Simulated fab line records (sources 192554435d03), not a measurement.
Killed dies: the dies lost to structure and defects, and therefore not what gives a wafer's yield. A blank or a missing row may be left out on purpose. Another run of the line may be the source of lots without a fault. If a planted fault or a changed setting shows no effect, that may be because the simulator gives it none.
fab line records -- flow n5-finfet
[record] lots = 7, wafers = 39
route steps=1938 shown ZERO_LAYER@11 PMOS_HMC_CHANNEL_EPI@57 SD_EPI_N@279 MOL_CONTACT_COAG@608 BEOL_M0_SAQP@676 BEOL_M0_CUTY@711 BEOL_M0@715
start-h: start of the lot's first displayed wafer, in hours after the record's first day -- wait-h: how many hours have passed since the lot's step before this one -- " repeats the value in the row above -- L1.1+2: a row that stands for several wafers -- - no value, or no start was given -- * or withheld: withheld -- < > ~ a bound
route shown NAME@n: NAME is a module with steps in the file, n the number in the route of the first one -- usual: average and standard deviation across the fault-free wafers -- same: alike in all rows -- chamber/n: place in a boat -- sites: readings site by site -- _std_site: the standard deviation of these -- _edge_site: outer sites' mean less inner sites' -- radius-mm: how far each site lies from the wafer's centre -- mask NAME#n: copy n -- behind: the most recent tool/chamber to have shaped the wafer -- hold: what put the lot on hold/how long, in hours/how the hold closed -- device: the transistor (n, p or np) that didn't switch -- end of line: the route-end tests of the same wafers -- a step with no rows: only its recipe -- killed: dies that structure and defects cost at the first sort, which is not the same as the wafer's yield -- map: dies across one wafer; x = killed, . = not, _ = none there
set.NAME: the run value of the setting; set.NAME@STEP: its run value at that earlier step -- model.NAME: the simulator's own value behind a step, which no gauge read
one table per step and one row per wafer, for lots whose settings were changed on purpose
[[steps]]
[step N5_ZERO_LAYER_DEVELOP_10]
[recipe] develop-time-s = 60, rinse-liquid = diw, dry = air-spin, dev-temp-c = 21
lot.wafer,tool,chamber,start-h,wait-h,set.develop-time-s
L085.1+2+6,litho-track-04,0,-,-,60
L085.3+4+5,litho-track-04,0,-,-,74.51
L086.1+2+5,litho-track-04,0,-,-,60
L088.1+2+6,litho-track-01,0,-,-,60
L088.3+4+5,litho-track-01,0,-,-,35.81
L090.1+2+6,litho-track-01,0,-,-,46.85
L090.3+4+5,litho-track-01,0,-,-,60
L092.1+2+5,litho-track-01,0,-,-,78.92
L092.3+4+6,litho-track-01,0,-,-,60
L093.1+3+4,litho-track-01,0,-,-,60
L093.2+5+6,litho-track-01,0,-,-,26.54
L096.1+5+6,litho-track-02,0,-,-,91.02
L096.2+3+4,litho-track-02,0,-,-,60
[step N5_ZERO_LAYER_HARDBAKE_23]
[recipe] temp-c = 130, time-s = 120
[step N5_ZERO_LAYER_CD_MEAS_11]
[recipe] target-cd-nm = 2000, landing-energy-ev = 500, detector = se-inlens
[usual] cd-nm = 2001.6/2.5
lot.wafer,tool,chamber,start-h,wait-h,set.develop-time-s@ZERO_LAYER_DEVELOP_10,cd-nm
L085.1,cd-sem-03,0,78.66,-,60,2000.0
L085.2,cd-sem-03,0,78.66,-,60,1997.1
L085.3,cd-sem-03,0,78.66,-,74.51,2005.2
L085.4,cd-sem-03,0,78.66,-,74.51,2002.5
L085.5,cd-sem-03,0,78.66,-,74.51,2003.2
L085.6,cd-sem-03,0,78.66,-,60,2000.1
L086.1,cd-sem-01,0,84.74,-,60,1998.4
L086.2,cd-sem-01,0,84.74,-,60,2001.1
L086.5,cd-sem-01,0,84.74,-,60,2001.0
L088.1,cd-sem-01,0,96.64,-,60,2004.9
L088.2,cd-sem-01,0,96.64,-,60,2003.1
L088.3,cd-sem-01,0,96.64,-,35.81,1992.7
L088.4,cd-sem-01,0,96.64,-,35.81,1991.4
L088.5,cd-sem-01,0,96.64,-,35.81,1992.2
L088.6,cd-sem-01,0,96.64,-,60,1999.6
L090.1,cd-sem-03,0,108.77,-,46.85,1997.1
L090.2,cd-sem-03,0,108.77,-,46.85,2000.8
L090.3,cd-sem-03,0,108.77,-,60,2003.7
L090.4,cd-sem-03,0,108.77,-,60,2002.6
L090.5,cd-sem-03,0,108.77,-,60,2001.5
L090.6,cd-sem-03,0,108.77,-,46.85,1997.8
L092.1,cd-sem-02,0,120.64,-,78.92,2004.6
L092.2,cd-sem-02,0,120.64,-,78.92,2008.2
L092.3,cd-sem-02,0,120.64,-,60,1997.9
L092.4,cd-sem-02,0,120.64,-,60,1999.3
L092.5,cd-sem-02,0,120.64,-,78.92,2007.2
L092.6,cd-sem-02,0,120.64,-,60,2002.9
L093.1,cd-sem-01,0,126.66,-,60,2003.9
L093.2,cd-sem-01,0,126.66,-,26.54,1988.5
L093.3,cd-sem-01,0,126.66,-,60,2008.6
L093.4,cd-sem-01,0,126.66,-,60,2006.4
L093.5,cd-sem-01,0,126.66,-,26.54,1988.0
L093.6,cd-sem-01,0,126.66,-,26.54,1986.7
L096.1,cd-sem-02,0,144.85,-,91.02,2010.0
L096.2,cd-sem-02,0,144.85,-,60,2003.7
L096.3,cd-sem-02,0,144.85,-,60,2003.5
L096.4,cd-sem-02,0,144.85,-,60,2001.9
L096.5,cd-sem-02,0,144.85,-,91.02,2013.2
L096.6,cd-sem-02,0,144.85,-,91.02,2011.9
[step N5_ZERO_LAYER_DESCUM_16]
[recipe] chemistry = O2, time-s = 7.9, source-power-w = 50, bias-power-w = 20, pressure-mtorr = 20, rf-frequency-hz = 2.712e+07, temp-c = 40, o2-flow-sccm = 225
lot.wafer,tool,chamber,start-h,wait-h,set.develop-time-s@ZERO_LAYER_DEVELOP_10,model.ZERO_LAYER.cd-nm
L085.1+6,rie-diel-01,"2,1",78.70,0.0,60,2000
L085.2,rie-diel-01,0,78.70,0.0,60,1997
L085.3,rie-diel-01,1,78.70,0.0,74.51,2005
L085.4,rie-diel-01,3,78.70,0.0,74.51,2002
L085.5,rie-diel-01,2,78.70,0.0,74.51,2003
L086.1,rie-diel-01,1,84.78,0.0,60,1999
L086.2+5,rie-diel-01,2,84.78,0.0,60,2001
L088.1,rie-diel-01,1,96.96,0.3,60,2005
L088.2,rie-diel-01,3,96.96,0.3,60,2003
L088.3,rie-diel-01,0,96.96,0.3,35.81,1993
L088.4,rie-diel-01,2,96.96,0.3,35.81,1991
L088.5,rie-diel-01,1,96.96,0.3,35.81,1992
L088.6,rie-diel-01,0,96.96,0.3,60,2000
L090.1+6,rie-diel-05,"0,3",108.89,0.1,46.85,1997
L090.2,rie-diel-05,1,108.89,0.1,46.85,2001
L090.3,rie-diel-05,3,108.89,0.1,60,2003
L090.4+5,rie-diel-05,"2,0",108.89,0.1,60,2002
L092.1,rie-diel-05,3,120.68,0.0,78.92,2004
L092.2,rie-diel-05,2,120.68,0.0,78.92,2008
L092.3,rie-diel-05,0,120.68,0.0,60,-
L092.4,rie-diel-05,1,120.68,0.0,60,1999
L092.5,rie-diel-05,3,120.68,0.0,78.92,2007
L092.6,rie-diel-05,0,120.68,0.0,60,2003
L093.1,rie-diel-06,1,126.70,0.0,60,-
L093.2,rie-diel-06,0,126.70,0.0,26.54,1989
L093.3,rie-diel-06,2,126.70,0.0,60,2009
L093.4,rie-diel-06,3,126.70,0.0,60,2006
L093.5,rie-diel-06,0,126.70,0.0,26.54,1988
L093.6,rie-diel-06,1,126.70,0.0,26.54,1987
L096.1,rie-diel-01,1,144.90,0.0,91.02,2010
L096.2,rie-diel-01,0,144.90,0.0,60,2004
L096.3,rie-diel-01,2,144.90,0.0,60,2003
L096.4,rie-diel-01,3,144.90,0.0,60,2002
L096.5,rie-diel-01,1,144.90,0.0,91.02,2013
L096.6,rie-diel-01,2,144.90,0.0,91.02,2012
[step N5_PMOS_HMC_CHANNEL_EPI_HM_DEP_34]
[recipe] material = SiO2, target-thk-a = 360, temp-c = 400, precursor = TEOS/O2, pressure-torr = 6.5, rf-w = 900, teos-flow-sccm = 161.4, gas = O2, flow-sccm = 2650, time-s = 6.9
lot.wafer,tool,chamber,start-h,wait-h,set.time-s,model.SiO2_of_PMOS_HMC_CHANNEL_EPI_HM_DEP_34.thk-nm
L085.1,pecvd-01,2,82.55,0.0,9.073,46
L085.2,pecvd-01,2,82.55,0.0,6.9,35.71
L085.3,pecvd-01,2,82.55,0.0,6.9,35.46
L085.4,pecvd-01,2,82.55,0.0,9.073,46.41
L085.5,pecvd-01,2,82.55,0.0,9.073,46.21
L085.6,pecvd-01,2,82.55,0.0,6.9,35.8
L086.1,pecvd-04,1,89.26,0.0,6.9,36.23
L086.2,pecvd-04,2,89.26,0.0,6.9,36.41
L086.5,pecvd-04,1,89.26,0.0,6.9,36.84
L088.1,pecvd-04,2,100.90,0.0,8.275,43.19
L088.2,pecvd-04,0,100.90,0.0,8.275,43.31
L088.3,pecvd-04,1,100.90,0.0,6.9,35.8
L088.4,pecvd-04,0,100.90,0.0,6.9,37
L088.5,pecvd-04,2,100.90,0.0,8.275,44.14
L088.6,pecvd-04,1,100.90,0.0,6.9,36.38
L090.1,pecvd-01,0,113.30,0.0,6.9,35.49
L090.2,pecvd-01,2,113.30,0.0,5.553,28.51
L090.3,pecvd-01,0,113.30,0.0,5.553,29.02
L090.4,pecvd-01,2,113.30,0.0,5.553,28.89
L090.5,pecvd-01,0,113.30,0.0,6.9,36.05
L090.6,pecvd-01,2,113.30,0.0,6.9,36.16
L092.1,pecvd-02,2,124.51,0.0,3.131,16.52
L092.2,pecvd-02,1,124.51,0.0,6.9,35.43
L092.3,pecvd-02,0,124.51,0.0,3.131,16.15
L092.4,pecvd-02,1,124.51,0.0,6.9,35.91
L092.5,pecvd-02,0,124.51,0.0,3.131,16.76
L092.6,pecvd-02,2,124.51,0.0,6.9,36.06
L093.1,pecvd-04,1,130.65,0.0,3.162,16.92
L093.2,pecvd-04,0,130.65,0.0,3.162,16.85
L093.3,pecvd-04,2,130.65,0.0,3.162,17.44
L093.4,pecvd-04,1,130.65,0.0,6.9,36.66
L093.5,pecvd-04,0,130.65,0.0,6.9,36.23
L093.6,pecvd-04,2,130.65,0.0,6.9,37.29
L096.1,pecvd-02,1,149.09,0.0,6.9,35.47
L096.2,pecvd-02,2,149.09,0.0,10.97,55.33
L096.3,pecvd-02,0,149.09,0.0,6.9,35.76
L096.4,pecvd-02,1,149.09,0.0,10.97,56.09
L096.5,pecvd-02,2,149.09,0.0,6.9,36.2
L096.6,pecvd-02,0,149.09,0.0,10.97,56.64
[step N5_SD_EPI_N_ETCH_16]
[recipe] chemistry = CHF3/O2, target = SiO2, target-depth-a = 50, mask-material = SOC, pressure-mtorr = 30, source-w = 650, bias-w = 170, Ar_flow_sccm = 200, CHF3_flow_sccm = 50, O2_flow_sccm = 5, ion-energy-ev = 200
lot.wafer,tool,chamber,start-h,wait-h,set.target-depth-a,model.etch.depth-nm,model.SiARC_of_SD_EPI_N_COAT_33.thk-nm
L085.1,rie-diel-04,0,118.25,0.1,66.08,6.51,11.8
L085.2,rie-diel-04,3,118.25,0.1,50,5.041,11.8
L085.3,rie-diel-04,1,118.25,0.1,50,5,12.6
L085.4,rie-diel-04,2,118.25,0.1,50,5.015,12.2
L085.5,rie-diel-04,3,118.25,0.1,66.08,6.776,10.4
L085.6,rie-diel-04,2,118.25,0.1,66.08,6.637,11
L086.1,rie-diel-02,3,126.39,0.1,50,4.864,13
L086.2,rie-diel-02,1,126.39,0.1,50,4.94,12.6
L086.5,rie-diel-02,1,126.39,0.1,50,4.962,12.6
L088.1,rie-diel-02,2,132.38,0.1,50,4.882,13
L088.2,rie-diel-02,1,132.38,0.1,50,4.97,12.4
L088.3,rie-diel-02,0,132.38,0.1,50,5.092,12
L088.4,rie-diel-02,2,132.38,0.1,21.11,2.063,15
L088.5,rie-diel-02,1,132.38,0.1,21.11,2.11,14.4
L088.6,rie-diel-02,0,132.38,0.1,21.11,2.153,14.2
L090.1,rie-diel-02,2,144.83,0.1,50,4.847,13.4
L090.2,rie-diel-02,1,144.83,0.1,50,4.876,12.8
L090.3,rie-diel-02,0,144.83,0.1,50,5,12.2
L090.4,rie-diel-02,2,144.83,0.1,66.4,6.417,12.2
L090.5,rie-diel-02,0,144.83,0.1,66.4,6.665,11.2
L090.6,rie-diel-02,1,144.83,0.1,66.4,6.51,11.4
L092.1,rie-diel-02,1,157.57,0.1,50,4.942,12.6
L092.2,rie-diel-02,3,157.57,0.1,33.9,3.397,13.6
L092.3,rie-diel-02,2,157.57,0.1,33.9,3.327,14.4
L092.4,rie-diel-02,0,157.57,0.1,50,5.042,12.4
L092.5,rie-diel-02,3,157.57,0.1,50,5.018,12.4
L092.6,rie-diel-02,0,157.57,0.1,33.9,3.417,13.4
L093.1,rie-diel-04,3,161.67,0.1,72.91,7.386,10.6
L093.2,rie-diel-04,2,161.67,0.1,72.91,7.252,11
L093.3,rie-diel-04,1,161.67,0.1,50,4.945,13
L093.4,rie-diel-04,0,161.67,0.1,50,5.015,12.4
L093.5,rie-diel-04,3,161.67,0.1,72.91,7.331,10.4
L093.6,rie-diel-04,0,161.67,0.1,50,5,12.4
L096.1,rie-diel-02,3,182.42,0.1,61.99,6.215,11.6
L096.2,rie-diel-02,1,182.42,0.1,50,4.943,12.6
L096.3,rie-diel-02,2,182.42,0.1,61.99,6.099,12.2
L096.4,rie-diel-02,0,182.42,0.1,61.99,6.24,11.4
L096.5,rie-diel-02,2,182.42,0.1,50,4.936,13.2
L096.6,rie-diel-02,3,182.42,0.1,50,5.038,12.4
[step N5_MOL_CONTACT_COAG_ALD_133]
[recipe] material = SiO2, target-thk-a = 50, temp-c = 100, ald-precursor-family = BDEAS, ald-co-reactant = O2-plasma, pulse-time-s = 1, co-reactant-pulse-time-s = 1, purge-time-s = 2, co-reactant-purge-time-s = 2, ald-cycles = 35, pressure-torr = 2
lot.wafer,tool,chamber,start-h,wait-h,set.ald-cycles,model.SiO2_of_MOL_CONTACT_COAG_ALD_133.thk-nm
L085.1+3+5,ald-sin-04,"0,2,0",166.27,0.2,41,5.8
L085.2+4+6,ald-sin-04,"1,3,3",166.27,0.2,35,5
L086.1+2+5,ald-sin-03,"3,2,3",176.65,0.1,35,5
L088.1+3+6,ald-sin-03,"1,0,0",185.21,0.1,35,5
L088.2+4+5,ald-sin-03,"2,3,3",185.21,0.1,46,6.6
L090.1+2+5,ald-sin-04,"3,0,1",193.81,0.6,43,6.2
L090.3+4+6,ald-sin-04,"1,2,0",193.81,0.6,35,5
L092.1+2+3+4+5+6,ald-sin-01,"1,3,2,0,1,0",209.14,0.1,35,5
L093.1+5+6,ald-sin-04,"1,3,0",211.43,0.1,53,7.6
L093.2+3+4,ald-sin-04,"2,0,3",211.43,0.1,35,5
L096.1+4+5,ald-sin-04,"0,2,3",233.64,0.1,35,5
L096.2+3+6,ald-sin-04,"1,3,2",233.64,0.1,16,2.2
[step N5_BEOL_M0_SAQP_SPACER2_ALD_26]
[recipe] material = SiO2, target-thk-a = 150, temp-c = 300, ald-precursor-family = BDEAS, ald-co-reactant = O2-plasma, pulse-time-s = 1, purge-time-s = 2, co-reactant-purge-time-s = 2, pressure-torr = 2
lot.wafer,tool,chamber,start-h,wait-h,set.target-thk-a,model.SiO2_of_BEOL_M0_SAQP_SPACER2_ALD_26.thk-nm
L085.1+2+4,ald-sin-01,"0,3,2",177.68,0.1,150,15
L085.3,ald-sin-01,1,177.68,0.1,111.1,11
L085.5+6,ald-sin-01,"2,1",177.68,0.1,111.1,11.2
L086.1,ald-sin-01,1,186.75,0.4,150,14.8
L086.2+5,ald-sin-01,"2,1",186.75,0.4,150,15
L088.1+4+5,ald-sin-04,"0,3,0",196.63,0.1,110,11
L088.2+3,ald-sin-04,"1,2",196.63,0.1,150,15
L088.6,ald-sin-04,1,196.63,0.1,150,14.8
L090.1+4+6,ald-sin-01,"0,2,0",203.85,0.1,150,15
L090.2+3+5,ald-sin-01,"3,1,1",203.85,0.1,97.9,9.8
L092.1+2+3,ald-sin-04,"0,1,2",218.00,0.2,150,15
L092.4+5,ald-sin-04,"3,2",218.00,0.2,199,20
L092.6,ald-sin-04,1,218.00,0.2,199,19.8
L093.1+4+5,ald-sin-01,"2,3,2",222.62,0.1,150,15
L093.2+6,ald-sin-01,"0,3",222.62,0.1,89.91,9
L093.3,ald-sin-01,1,222.62,0.1,89.91,8.8
L096.1+2+3+4+5+6,ald-sin-04,"1,2,0,3,0,3",242.63,0.1,150,15
[step N5_BEOL_M0_SAQP_SPACER2_ETCHBACK_27]
[recipe] chemistry = CHF3/O2, mode = anisotropic-etchback, target = SiO2, target-depth-a = 225, time-s = 11.25, pressure-mtorr = 30, source-w = 650, bias-w = 170, Ar_flow_sccm = 200, CHF3_flow_sccm = 50, O2_flow_sccm = 5, ion-energy-ev = 200
[step N5_BEOL_M0_SAQP_MANDREL2_REMOVE_110]
[recipe] chemistry = HBr/Cl2/O2, bt-time-s = 10, target = a-Si, stop-on = SiCN, endpoint = OES-SiCl, over-etch-frac = 1, icp-w = 600, bias-w = 30, HBr_flow_sccm = 150, Cl2_flow_sccm = 80, O2_flow_sccm = 5, pressure-mtorr = 10
lot.wafer,tool,chamber,start-h,wait-h,set.target-thk-a@BEOL_M0_SAQP_SPACER2_ALD_26,model.BEOL_M0_SAQP.cd-nm
L085.1+2+4,rie-si-06,"1,0,3",178.44,0.1,150,15
L085.3+5+6,rie-si-06,"2,1,0",178.44,0.1,111.1,11.2
L086.1+2+5,rie-si-04,"0,2,0",187.39,0.1,150,14.8
L088.1+5,rie-si-06,"1,2",197.27,0.1,110,11.2
L088.2+3,rie-si-06,"2,3",197.27,0.1,150,15
L088.4,rie-si-06,0,197.27,0.1,110,11
L088.6,rie-si-06,1,197.27,0.1,150,14.8
L090.1+4+6,rie-si-06,"1,2,1",204.49,0.1,150,15
L090.2+3+5,rie-si-06,"0,3,0",204.49,0.1,97.9,9.6
L092.1+3,rie-si-06,"2,3",218.97,0.1,150,15
L092.2,rie-si-06,0,218.97,0.1,150,14.8
L092.4+5,rie-si-06,1,218.97,0.1,199,20
L092.6,rie-si-06,2,218.97,0.1,199,19.8
L093.1+4+5,rie-si-01,"1,2,0",223.26,0.1,150,15
L093.2+3,rie-si-01,"0,3",223.26,0.1,89.91,8.8
L093.6,rie-si-01,1,223.26,0.1,89.91,9
L096.1,rie-si-06,0,243.37,0.1,150,14.8
L096.2+3+6,rie-si-06,"3,1,0",243.37,0.1,150,15
L096.4+5,rie-si-06,"2,1",243.37,0.1,150,15.2
[step N5_BEOL_M0_SAQP_CD_MEAS_29]
[recipe] target-cd-nm = 14.4, landing-energy-ev = 1000, detector = se-inlens
[usual] cd-nm = 15.01/0.23
lot.wafer,tool,chamber,start-h,wait-h,set.target-thk-a@BEOL_M0_SAQP_SPACER2_ALD_26,cd-nm
L085.1,cd-sem-03,0,178.55,0.1,150,14.85
L085.2,cd-sem-03,0,178.55,0.1,150,15.33
L085.3,cd-sem-03,0,178.55,0.1,111.1,11.38
L085.4,cd-sem-03,0,178.55,0.1,150,14.81
L085.5,cd-sem-03,0,178.55,0.1,111.1,11.32
L085.6,cd-sem-03,0,178.55,0.1,111.1,11.32
L086.1,cd-sem-03,0,187.50,0.1,150,14.43
L086.2,cd-sem-03,0,187.50,0.1,150,14.84
L086.5,cd-sem-03,0,187.50,0.1,150,14.68
L088.1,cd-sem-02,0,197.38,0.1,110,11.17
L088.2,cd-sem-02,0,197.38,0.1,150,14.94
L088.3,cd-sem-02,0,197.38,0.1,150,15.50
L088.4,cd-sem-02,0,197.38,0.1,110,11.10
L088.5,cd-sem-02,0,197.38,0.1,110,11.21
L088.6,cd-sem-02,0,197.38,0.1,150,14.95
L090.1,cd-sem-01,0,204.60,0.1,150,14.59
L090.2,cd-sem-01,0,204.60,0.1,97.9,9.32
L090.3,cd-sem-01,0,204.60,0.1,97.9,9.87
L090.4,cd-sem-01,0,204.60,0.1,150,14.50
L090.5,cd-sem-01,0,204.60,0.1,97.9,9.85
L090.6,cd-sem-01,0,204.60,0.1,150,14.82
L092.1,cd-sem-03,0,219.08,0.1,150,15.30
L092.2,cd-sem-03,0,219.08,0.1,150,14.80
L092.3,cd-sem-03,0,219.08,0.1,150,15.25
L092.4,cd-sem-03,0,219.08,0.1,199,19.66
L092.5,cd-sem-03,0,219.08,0.1,199,19.83
L092.6,cd-sem-03,0,219.08,0.1,199,20.05
L093.1,cd-sem-03,0,223.37,0.1,150,15.13
L093.2,cd-sem-03,0,223.37,0.1,89.91,8.67
L093.3,cd-sem-03,0,223.37,0.1,89.91,8.84
L093.4,cd-sem-03,0,223.37,0.1,150,14.84
L093.5,cd-sem-03,0,223.37,0.1,150,15.05
L093.6,cd-sem-03,0,223.37,0.1,89.91,9.31
L096.1,cd-sem-02,0,243.48,0.1,150,14.54
L096.2,cd-sem-02,0,243.48,0.1,150,15.37
L096.3,cd-sem-02,0,243.48,0.1,150,15.13
L096.4,cd-sem-02,0,243.48,0.1,150,15.07
L096.5,cd-sem-02,0,243.48,0.1,150,14.81
L096.6,cd-sem-02,0,243.48,0.1,150,15.16
[step N5_BEOL_M0_SAQP_COAT_69]
[recipe] resist = SOC, temp-c = 250, time-s = 60, spin-rpm = 1500, resist-thk-nm = 90
[step N5_BEOL_M0_SAQP_COAT_72]
[recipe] resist = SiARC, temp-c = 220, time-s = 60, spin-rpm = 1500, resist-thk-nm = 15
[step N5_BEOL_M0_CUTY_DESCUM_61]
[recipe] chemistry = O2, time-s = 7.9, source-power-w = 50, bias-power-w = 20, pressure-mtorr = 20, rf-frequency-hz = 2.712e+07, temp-c = 40, resist = CAR-ArF-block, o2-flow-sccm = 225
[step N5_BEOL_M0_CUTY_ETCH_62]
[recipe] chemistry = CF4, target = SiARC, mask-material = CAR-ArF-block, time-s = 58.5, ion-energy-ev = 80, pressure-mtorr = 40, source-w = 545, bias-w = 36, Ar_flow_sccm = 100, cf4-flow-sccm = 100, ends = cleared
[step N5_BEOL_M0_CUTY_ETCH_63]
[recipe] chemistry = N2/H2, target = SOC, target-depth-a = 827, overetch-a = 165, mask-material = SiARC, temp-c = 40, ion-energy-ev = 200, time-s = 124, pressure-mtorr = 30, source-w = 840, bias-w = 150, n2-flow-sccm = 200, h2-flow-sccm = 200
lot.wafer,tool,chamber,start-h,wait-h,set.target-thk-a@BEOL_M0_SAQP_SPACER2_ALD_26,model.SiO2_of_BEOL_M0_SAQP_SPACER2_ALD_26.thk-nm
L085.1+4,rie-diel-02,"2,1",180.98,0.0,150,7.2
L085.2,rie-diel-02,0,180.98,0.0,150,7
L085.3+5+6,rie-diel-02,"3,3,0",180.98,0.0,111.1,3.2
L086.1+5,rie-diel-03,"2,3",191.12,0.0,150,7
L086.2,rie-diel-03,1,191.12,0.0,150,7.2
L088.1,rie-diel-04,1,199.77,0.0,110,3.2
L088.2+3+6,rie-diel-04,"2,0,2",199.77,0.0,150,7
L088.4+5,rie-diel-04,"3,1",199.77,0.0,110,3
L090.1+6,rie-diel-03,"0,1",206.39,0.0,150,7.2
L090.2+3+5,rie-diel-03,"1,3,2",206.39,0.0,97.9,2.4
L090.4,rie-diel-03,2,206.39,0.0,150,7
L092.1+3,rie-diel-03,"1,3",221.21,0.0,150,7.2
L092.2,rie-diel-03,2,221.21,0.0,150,7
L092.4+5,rie-diel-03,"0,3",221.21,0.0,199,12.2
L092.6,rie-diel-03,2,221.21,0.0,199,11.8
L093.1+5,rie-diel-04,"3,0",225.28,0.0,150,7
L093.2+3,rie-diel-04,"1,2",225.28,0.0,89.91,2
L093.4,rie-diel-04,0,225.28,0.0,150,7.2
L093.6,rie-diel-04,1,225.28,0.0,89.91,2.2
L096.1+2+3+4+6,rie-diel-02,"1,3,2,0,1",246.07,0.0,150,7.2
L096.5,rie-diel-02,2,246.07,0.0,150,7.4
[step N5_BEOL_M0_CUTY_STRIP_64]
[recipe] chemistry = N2/H2, temp-c = 40, n2-flow-sccm = 200, h2-flow-sccm = 200, rf-frequency-hz = 6e+07
[step N5_BEOL_M0_ETCH_138]
[recipe] chemistry = CH3F/O2, target-depth-a = 120, target = SiCN, time-s = 31.6, ion-energy-ev = 120, pressure-mtorr = 30, source-w = 395, bias-w = 75, Ar_flow_sccm = 150, CH3F_flow_sccm = 30, O2_flow_sccm = 20, ends = cleared
lot.wafer,tool,chamber,start-h,wait-h,set.target-thk-a@BEOL_M0_SAQP_SPACER2_ALD_26,model.SiO2_of_BEOL_M0_SAQP_SPACER2_ALD_26.thk-nm
L085.1,rie-diel-02,2,181.10,0.0,150,5.4
L085.2,rie-diel-02,0,181.10,0.0,150,5
L085.3+5+6,rie-diel-02,"3,3,0",181.10,0.0,111.1,1.6
L085.4,rie-diel-02,1,181.10,0.0,150,5.2
L086.1+5,rie-diel-03,"2,3",191.25,0.0,150,5
L086.2,rie-diel-03,1,191.25,0.0,150,5.2
L088.1+4+5,rie-diel-04,"1,3,1",199.90,0.0,110,1.4
L088.2+6,rie-diel-04,2,199.90,0.0,150,5
L088.3,rie-diel-04,0,199.90,0.0,150,5.2
L090.1+6,rie-diel-03,"0,1",206.51,0.0,150,5.2
L090.2+3+5,rie-diel-03,"1,3,2",206.51,0.0,97.9,1.2
L090.4,rie-diel-03,2,206.51,0.0,150,4.8
L092.1+3,rie-diel-03,"1,3",221.34,0.0,150,5.2
L092.2,rie-diel-03,2,221.34,0.0,150,5
L092.4+5,rie-diel-03,"0,3",221.34,0.0,199,10
L092.6,rie-diel-03,2,221.34,0.0,199,9.8
L093.1+4+5,rie-diel-04,"3,0,0",225.41,0.0,150,5
L093.2+3+6,rie-diel-04,"1,2,1",225.41,0.0,89.91,1
L096.1+2,rie-diel-02,"1,3",246.19,0.0,150,5.2
L096.3+5+6,rie-diel-02,"2,2,1",246.19,0.0,150,5.4
L096.4,rie-diel-02,0,246.19,0.0,150,5
[step N5_BEOL_M0_HM_OPEN_105]
[recipe] chemistry = Cl2/BCl3, target-depth-a = 120, target = TiN, ion-energy-ev = 150, pressure-mtorr = 10, icp-w = 1000, bias-w = 126, Cl2_flow_sccm = 53.25, bcl3-flow-sccm = 21.75, Ar_flow_sccm = 25
lot.wafer,tool,chamber,start-h,wait-h,set.target-thk-a@BEOL_M0_SAQP_SPACER2_ALD_26,model.SiO2_of_BEOL_M0_SAQP_SPACER2_ALD_26.thk-nm
L085.1,rie-metal-02,0,181.90,0.8,150,3
L085.2+4,rie-metal-02,1,181.90,0.8,150,2.8
L085.3+5+6,rie-metal-02,"0,1,0",181.90,0.8,111.1,0.8
L086.1+5,rie-metal-02,"0,1",191.41,0.1,150,2.6
L086.2,rie-metal-02,1,191.41,0.1,150,2.8
L088.1+4+5,rie-metal-02,0,204.33,4.4,110,0.8
L088.2+6,rie-metal-02,1,204.33,4.4,150,2.6
L088.3,rie-metal-02,1,204.33,4.4,150,2.8
L090.1+6,rie-metal-02,1,208.29,1.7,150,2.8
L090.2+3+5,rie-metal-02,1,208.29,1.7,97.9,0.6
L090.4,rie-metal-02,1,208.29,1.7,150,2.4
L092.1+3,rie-metal-02,1,224.29,2.9,150,2.8
L092.2,rie-metal-02,1,224.29,2.9,150,2.6
L092.4+5,rie-metal-02,1,224.29,2.9,199,7.6
L092.6,rie-metal-02,1,224.29,2.9,199,7.4
L093.1+4,rie-metal-01,1,226.11,0.7,150,2.6
L093.2+3+6,rie-metal-01,"0,0,1",226.11,0.7,89.91,0.4
L093.5,rie-metal-01,0,226.11,0.7,150,2.8
L096.1+2+4,rie-metal-02,"0,1,0",246.36,0.1,150,2.8
L096.3+5+6,rie-metal-02,"1,0,1",246.36,0.1,150,3
[[key]]
[split] step = N5_ZERO_LAYER_DEVELOP_10, setting = develop-time-s, stated = 60, by = wafer
[response] step = N5_ZERO_LAYER_CD_MEAS_11, reading = cd-nm, change = +0.244, per = 1%, r = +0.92
[response] step = N5_ZERO_LAYER_DESCUM_16, reading = model.ZERO_LAYER.cd-nm, change = +0.241, per = 1%, r = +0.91
[split] step = N5_PMOS_HMC_CHANNEL_EPI_HM_DEP_34, setting = time-s, stated = 6.9, by = wafer
[response] step = N5_PMOS_HMC_CHANNEL_EPI_HM_DEP_34, reading = model.SiO2_of_PMOS_HMC_CHANNEL_EPI_HM_DEP_34.thk-nm, change = +0.352, per = 1%, r = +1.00
[split] step = N5_SD_EPI_N_ETCH_16, setting = target-depth-a, stated = 50, by = wafer
[response] step = N5_SD_EPI_N_ETCH_16, reading = model.etch.depth-nm, change = +0.0502, per = 1%, r = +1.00
[response] step = N5_SD_EPI_N_ETCH_16, reading = model.SiARC_of_SD_EPI_N_COAT_33.thk-nm, change = -0.0383, per = 1%, r = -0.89
[split] step = N5_MOL_CONTACT_COAG_ALD_133, setting = ald-cycles, stated = 35, by = wafer
[response] step = N5_MOL_CONTACT_COAG_ALD_133, reading = model.SiO2_of_MOL_CONTACT_COAG_ALD_133.thk-nm, change = +0.051, per = 1%, r = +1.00
[split] step = N5_BEOL_M0_SAQP_SPACER2_ALD_26, setting = target-thk-a, stated = 150, by = wafer
[response] step = N5_BEOL_M0_SAQP_SPACER2_ALD_26, reading = model.SiO2_of_BEOL_M0_SAQP_SPACER2_ALD_26.thk-nm, change = +0.15, per = 1%, r = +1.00
[response] step = N5_BEOL_M0_SAQP_MANDREL2_REMOVE_110, reading = model.BEOL_M0_SAQP.cd-nm, change = +0.151, per = 1%, r = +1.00
[response] step = N5_BEOL_M0_SAQP_CD_MEAS_29, reading = cd-nm, change = +0.146, per = 1%, r = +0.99
[response] step = N5_BEOL_M0_CUTY_ETCH_63, reading = model.SiO2_of_BEOL_M0_SAQP_SPACER2_ALD_26.thk-nm, change = +0.139, per = 1%, r = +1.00
[response] step = N5_BEOL_M0_ETCH_138, reading = model.SiO2_of_BEOL_M0_SAQP_SPACER2_ALD_26.thk-nm, change = +0.122, per = 1%, r = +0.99
[response] step = N5_BEOL_M0_HM_OPEN_105, reading = model.SiO2_of_BEOL_M0_SAQP_SPACER2_ALD_26.thk-nm, shape = bent, at-lowest = 0.4, at-stated = 2.758, at-highest = 7.533
